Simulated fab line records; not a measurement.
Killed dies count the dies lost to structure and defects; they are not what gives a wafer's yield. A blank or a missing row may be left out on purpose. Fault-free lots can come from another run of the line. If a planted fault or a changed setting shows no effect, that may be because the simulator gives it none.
Split-lot study / flow n5Finfet / route with 1938 steps; 7 lots, 21 wafers read

== ON THE SPLIT ==
At N5_BEOL_M13_ETCH_68 (etches SOC in N2/H2, time 355 s), the setting timeS was moved away from the recipe's 355 s on 9 of the 21 wafers read, by -19.4% to +15.1%. This setting was run at the recipe's value on the other wafers.

The split's own step is where the reading is taken.

== THE READING ==
SiARC_of_BEOL_M13_COAT_66.thkNm (the simulator's own value, which no gauge read), in nm, at N5_BEOL_M13_ETCH_68 (etches SOC in N2/H2, time 355 s). The file gives no usual value for it. The 12 wafers here that ran the recipe average 77.6 nm, standard deviation 0.47 nm.

wafer=L080.2; tool, chamber at the split=rieDiel-02, 1; timeS as run, s=408.5; against the recipe=+15.1%; SiARC_of_BEOL_M13_COAT_66.thkNm, nm=72.4; against lot-mates on the recipe=-5.8
wafer=L080.3; tool, chamber at the split=rieDiel-02, 2; timeS as run, s=408.5; against the recipe=+15.1%; SiARC_of_BEOL_M13_COAT_66.thkNm, nm=72.2; against lot-mates on the recipe=-6.0
wafer=L080.6; tool, chamber at the split=rieDiel-02, 3; timeS as run, s=355; against the recipe=recipe; SiARC_of_BEOL_M13_COAT_66.thkNm, nm=78.2; against lot-mates on the recipe=-
wafer=L084.1; tool, chamber at the split=rieDiel-01, 0,3; timeS as run, s=355; against the recipe=recipe; SiARC_of_BEOL_M13_COAT_66.thkNm, nm=77.6; against lot-mates on the recipe=-
wafer=L084.4; tool, chamber at the split=rieDiel-01, 0,3; timeS as run, s=355; against the recipe=recipe; SiARC_of_BEOL_M13_COAT_66.thkNm, nm=77.6; against lot-mates on the recipe=-
wafer=L084.2; tool, chamber at the split=rieDiel-01, 2; timeS as run, s=355; against the recipe=recipe; SiARC_of_BEOL_M13_COAT_66.thkNm, nm=77; against lot-mates on the recipe=-
wafer=L083.4; tool, chamber at the split=rieDiel-01, 2; timeS as run, s=355; against the recipe=recipe; SiARC_of_BEOL_M13_COAT_66.thkNm, nm=77.4; against lot-mates on the recipe=-
wafer=L083.5; tool, chamber at the split=rieDiel-01, 2; timeS as run, s=377.2; against the recipe=+6.3%; SiARC_of_BEOL_M13_COAT_66.thkNm, nm=74.8; against lot-mates on the recipe=-2.8
wafer=L083.6; tool, chamber at the split=rieDiel-01, 3; timeS as run, s=355; against the recipe=recipe; SiARC_of_BEOL_M13_COAT_66.thkNm, nm=77.8; against lot-mates on the recipe=-
wafer=L085.1; tool, chamber at the split=rieDiel-06, 0; timeS as run, s=289.1; against the recipe=-18.6%; SiARC_of_BEOL_M13_COAT_66.thkNm, nm=82.8; against lot-mates on the recipe=+5.0
wafer=L085.3; tool, chamber at the split=rieDiel-06, 1; timeS as run, s=355; against the recipe=recipe; SiARC_of_BEOL_M13_COAT_66.thkNm, nm=77.8; against lot-mates on the recipe=-
wafer=L085.4; tool, chamber at the split=rieDiel-06, 2; timeS as run, s=289.1; against the recipe=-18.6%; SiARC_of_BEOL_M13_COAT_66.thkNm, nm=83.2; against lot-mates on the recipe=+5.4
wafer=L086.1; tool, chamber at the split=rieDiel-06, 1; timeS as run, s=355; against the recipe=recipe; SiARC_of_BEOL_M13_COAT_66.thkNm, nm=78.2; against lot-mates on the recipe=-
wafer=L086.2; tool, chamber at the split=rieDiel-06, 0; timeS as run, s=386.7; against the recipe=+8.9%; SiARC_of_BEOL_M13_COAT_66.thkNm, nm=74.2; against lot-mates on the recipe=-3.3
wafer=L086.5; tool, chamber at the split=rieDiel-06, 0; timeS as run, s=355; against the recipe=recipe; SiARC_of_BEOL_M13_COAT_66.thkNm, nm=76.8; against lot-mates on the recipe=-
wafer=L088.3; tool, chamber at the split=rieDiel-02, 1; timeS as run, s=355; against the recipe=recipe; SiARC_of_BEOL_M13_COAT_66.thkNm, nm=77.8; against lot-mates on the recipe=-
wafer=L088.4; tool, chamber at the split=rieDiel-02, 0; timeS as run, s=355; against the recipe=recipe; SiARC_of_BEOL_M13_COAT_66.thkNm, nm=76.8; against lot-mates on the recipe=-
wafer=L088.6; tool, chamber at the split=rieDiel-02, 2; timeS as run, s=308.4; against the recipe=-13.1%; SiARC_of_BEOL_M13_COAT_66.thkNm, nm=81.4; against lot-mates on the recipe=+4.1
wafer=L092.2; tool, chamber at the split=rieDiel-06, 2; timeS as run, s=286.2; against the recipe=-19.4%; SiARC_of_BEOL_M13_COAT_66.thkNm, nm=83.8; against lot-mates on the recipe=+5.8
wafer=L092.5; tool, chamber at the split=rieDiel-06, 2; timeS as run, s=286.2; against the recipe=-19.4%; SiARC_of_BEOL_M13_COAT_66.thkNm, nm=83.8; against lot-mates on the recipe=+5.8
wafer=L092.3; tool, chamber at the split=rieDiel-06, 2; timeS as run, s=355; against the recipe=recipe; SiARC_of_BEOL_M13_COAT_66.thkNm, nm=78; against lot-mates on the recipe=-
Where a row lists several chambers, the file gives one row for several wafers and doesn't say which wafer went through which chamber.

THE FIT
A straight line over all 21 wafers: SiARC_of_BEOL_M13_COAT_66.thkNm changes by -0.323 nm for each +1% of timeS; r = -0.99; the points scatter about the line by 0.47 nm.
The same after taking each lot's own level away (the mean of its wafers on the recipe; 21 wafers): -0.324 nm for each +1%; r = -0.99; scatter 0.51 nm.
On that fit, the largest move of timeS shifts the reading by 6.3 nm.
Measured against the standard deviation above, the lots' own levels, which go from 77.30 to 78.20 nm, span 1.9 times it.
The two slopes agree, so the slope changes little with the lot-to-lot level.
Check: for one of the wafers moved furthest among these (-19.4%), held out of the fit, the line's prediction against its lot-mates is +6.05 nm. It came out at +5.8 nm against them.

== THE FILE'S OWN FIT ==
SiARC_of_BEOL_M13_COAT_66.thkNm changes by -0.322 nm for each +1% of timeS, r = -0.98.
